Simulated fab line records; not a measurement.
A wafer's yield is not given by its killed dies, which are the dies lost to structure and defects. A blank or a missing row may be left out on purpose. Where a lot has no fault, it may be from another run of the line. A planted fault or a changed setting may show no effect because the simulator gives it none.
Struck lot and sound lot, side by side    flow nand-harc    15 steps out of a route of 1159
Sound: the wafers L224.1, L224.3, L224.4. Struck: wafers L215.2, L215.3, L215.5. At the end, the cause is stated.
Order at every step that has rows: each side's tool, ch and its chambers, its first start. Under that, the readings that differ: sound wafers    struck wafers    difference of the means    sigmas: that difference in standard deviations of wafers without a fault.
alike: readings whose means differ by less than 2 such deviations, and words and numbers that are the same on both sides. not compared: withheld readings, readings that some wafer has no value for, bounds like >300 that may hide the same value, and numbers for which the record gives no deviation and whose values overlap.
Wherever a step has rows on one side only, a row that says differs or no value, or a row with sigmas, the two part there. When numbers do not overlap yet have no deviation, they are printed without sigmas and do not part them. A reading that every wafer of one side lacks parts them only if that side has two wafers or more.

first, 4 steps without rows for these wafers: NHARC_P_M0_EBR_05; NHARC_P_M0_EXPOSE_06 (exposes mask P M0, target cd 90 nm); NHARC_P_M0_PEB_07 (peb time 65 s); NHARC_P_M0_DEVELOP_08 (develop time 35 s).
NHARC_P_M0_CD_MEAS_09: the cd target is 90 nm.
  sound on cd-sem-03 ch 0, day 10 05:11; struck on cd-sem-02 ch 0, day 7 21:28
  alike: cd-nm
NHARC_P_M0_OVL_MEAS_10: pitch 180 nm.
  sound on overlay-02, day 10 05:17; struck on overlay-01, day 7 21:33
  alike: overlay-x-nm, overlay-y-nm
NHARC_P_M0_INSPECT_11:
  sound on defect-inspect-01, day 10 05:19; struck on defect-inspect-01, day 7 21:35
  alike: raw-defect-count
NHARC_P_M0_DESCUM_14: chemistry O2, time 3 s.
  sound on rie-diel-10 ch 1,2,3, day 10 05:23; struck on rie-diel-03 ch 0,2,3, day 7 21:38
  alike: drypump-motor-current-A, oes-product-au, rf-vpp-V, showerhead-plenum-p-Torr, throttle-valve-pct
  not compared: rf-hours-counter-h
NHARC_P_M0_ETCH_34: etches the open film in N2/H2, target depth 40 nm, overetch 12 nm, time 43.94 s.
  sound on rie-diel-10 ch 0,1,2, day 10 05:29; struck on rie-diel-03 ch 0,2, day 7 21:45
reading                sound              struck             difference  sigmas
oes-product-au (a.u.)  1.000 0.993 0.984  1.026 1.003 1.005  +0.019      +2
  alike: drypump-motor-current-A, rf-vpp-V, showerhead-plenum-p-Torr, throttle-valve-pct
  not compared: rf-hours-counter-h
NHARC_P_M0_ETCH_15: etches the open film in C4F8/Ar, target depth 150 nm, overetch 15 nm, time 82.5 s.
  sound on rie-diel-10 ch 1,2,3; struck on rie-diel-03 ch 0,2,3
  alike: oes-product-au, rf-vpp-V
  not compared: rf-hours-counter-h
NHARC_P_M0_CD_MEAS_16:
  sound on cd-sem-01, day 10 05:41; struck on cd-sem-01, day 7 21:59
  alike: cd-nm
NHARC_P_M0_STRIP_18: strips in N2/H2.
  sound on rie-diel-10 ch 0,2,3, day 10 05:46; struck on rie-diel-03 ch 0,2, day 7 22:05
reading                sound              struck             difference  sigmas
oes-product-au (a.u.)  0.997 0.985 0.997  1.009 1.019 1.011  +0.020      +2
  alike: chamber-pressure-mTorr, drypump-motor-current-A, rf-vpp-V, showerhead-plenum-p-Torr, throttle-valve-pct
  not compared: rf-hours-counter-h
NHARC_P_M0_STRIP_19: strips in post etch residue remover, time 600 s.
  sound on wet-bench-03 ch 2,3,7, day 10 06:04; struck on wet-bench-03 ch 0,4,6, day 7 22:23
  no value came back on the struck wafers for bath-heat-duty-pct (%), run-length-s (s), time-s (s); on the sound wafers bath-heat-duty-pct (%) reads 12.0 15.4 17.2
NHARC_P_M0_DEGAS_28: time 60 s.
  sound on pvd-sputter-01, day 10 06:21; struck on pvd-sputter-02, day 7 22:40
  alike: heater-power-w
following that, these wafers have no rows for 1 step: NHARC_END_SORT_01.

## WHERE THEY PART
Earliest at NHARC_P_M0_ETCH_34; latest, in this record, at NHARC_P_M0_STRIP_19. Later steps at which nothing parts them and some readings are alike: NHARC_P_M0_DEGAS_28.

WHY: what had been put in by the simulator
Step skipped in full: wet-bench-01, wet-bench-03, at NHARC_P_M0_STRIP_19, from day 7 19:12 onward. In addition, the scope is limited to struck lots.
